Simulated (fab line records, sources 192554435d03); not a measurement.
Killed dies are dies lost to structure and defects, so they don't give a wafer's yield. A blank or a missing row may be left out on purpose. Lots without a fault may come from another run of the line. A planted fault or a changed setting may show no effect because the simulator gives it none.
Split-lot experiment | flow n5_finfet | 7 lots, 21 wafers read, on a route of 1938 steps

THE SPLIT
At N5_PASSIVATION_PECVD_01 (deposits SiNx from SiH4/NH3/N2, target thk 200 nm, time 43.2 s), the setting time_s was moved away from the recipe's 43.2 s on 10 of the 21 wafers read, by -10.3% to +9.7%. The other wafers ran this setting at the recipe's value.

The reading is taken at the split's own step.

THE READING
SiNx_of_PASSIVATION_PECVD_01.thk_nm (the simulator's own value, which no gauge read), in nm, at N5_PASSIVATION_PECVD_01 (deposits SiNx from SiH4/NH3/N2, target thk 200 nm, time 43.2 s). The file gives no usual value for it. The 11 wafers here that ran the recipe average 199.1 nm, standard deviation 3.2 nm.

wafer  | tool, chamber at the split | time_s as run, s | against the recipe | SiNx_of_PASSIVATION_PECVD_01.thk_nm, nm | against lot-mates on the recipe
L077.2 | pecvd-04, 2                | 43.2             | recipe             | 195.6                                   | -
L077.3 | pecvd-04, 0                | 43.2             | recipe             | 197.2                                   | -
L077.5 | pecvd-04, 0                | 40.42            | -6.4%              | 184.6                                   | -11.8
L079.2 | pecvd-01, 0                | 43.2             | recipe             | 201.8                                   | -
L079.4 | pecvd-01, 0                | 43.2             | recipe             | 205                                     | -
L079.6 | pecvd-01, 1                | 47.39            | +9.7%              | 223.8                                   | +20.4
L081.4 | pecvd-04, 0                | 43.2             | recipe             | 199                                     | -
L081.5 | pecvd-04, 2                | 40.65            | -5.9%              | 184.4                                   | -14.6
L081.6 | pecvd-04, 1                | 40.65            | -5.9%              | 188.6                                   | -10.4
L083.2 | pecvd-02, 0                | 43.2             | recipe             | 197.4                                   | -
L083.3 | pecvd-02, 2                | 43.2             | recipe             | 200.8                                   | -
L083.5 | pecvd-02, 2                | 43.2             | recipe             | 203.4                                   | -
L084.1 | pecvd-01, 1                | 43.2             | recipe             | 197.4                                   | -
L084.4 | pecvd-01, 2                | 38.77            | -10.3%             | 176.2                                   | -22.0
L084.6 | pecvd-01, 1                | 43.2             | recipe             | 199                                     | -
L090.3 | pecvd-02, 0                | 43.2             | recipe             | 193.6                                   | -
L090.4 | pecvd-02, 0                | 41.02            | -5.0%              | 188.8                                   | -4.8
L090.5 | pecvd-02, 2                | 41.02            | -5.0%              | 194.2                                   | +0.6
L092.1 | pecvd-02, 0                | 40.71            | -5.8%              | 181.8                                   | no lot-mate on the recipe
L092.2 | pecvd-02, 1                | 40.71            | -5.8%              | 183.2                                   | no lot-mate on the recipe
L092.4 | pecvd-02, 0                | 40.71            | -5.8%              | 185                                     | no lot-mate on the recipe

THE FIT
A straight line over all 21 wafers: SiNx_of_PASSIVATION_PECVD_01.thk_nm changes by +2.35 nm for each +1% of time_s; r = +0.95; the points scatter about the line by 3.2 nm.
The same after taking each lot's own level away (the mean of its wafers on the recipe; 18 wafers): +1.9 nm for each +1%; r = +0.93; scatter 3.2 nm.
On that fit, the largest move of time_s shifts the reading by 20 nm.
The lots' own levels span 193.60 to 203.40 nm, that is 3.0 times the standard deviation above.
So the lot-to-lot level changes the slope: the two fits differ.
Check: with one of the wafers moved furthest among these (-10.3%) left out of the fit, the line predicts -17.5 nm for it against its lot-mates. It came out at -22 nm against them.

OTHER SPLITS ON THESE WAFERS
These wafers also went through other splits before the reading. Each is held against what the fit with the lots' levels taken away leaves over:
other split on the same wafers | wafers away from the commonest value | r with SiNx_of_PASSIVATION_PECVD_01.thk_nm (lot level and that fit taken away)
N5_BEOL_M14_PEB_26 peb_temp_c  | 7                                    | +0.25
N5_BEOL_M14_ETCH_68 time_s     | 4                                    | -0.18

THE FILE'S OWN FIT
SiNx_of_PASSIVATION_PECVD_01.thk_nm changes by +1.94 nm for each +1% of time_s, r = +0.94.
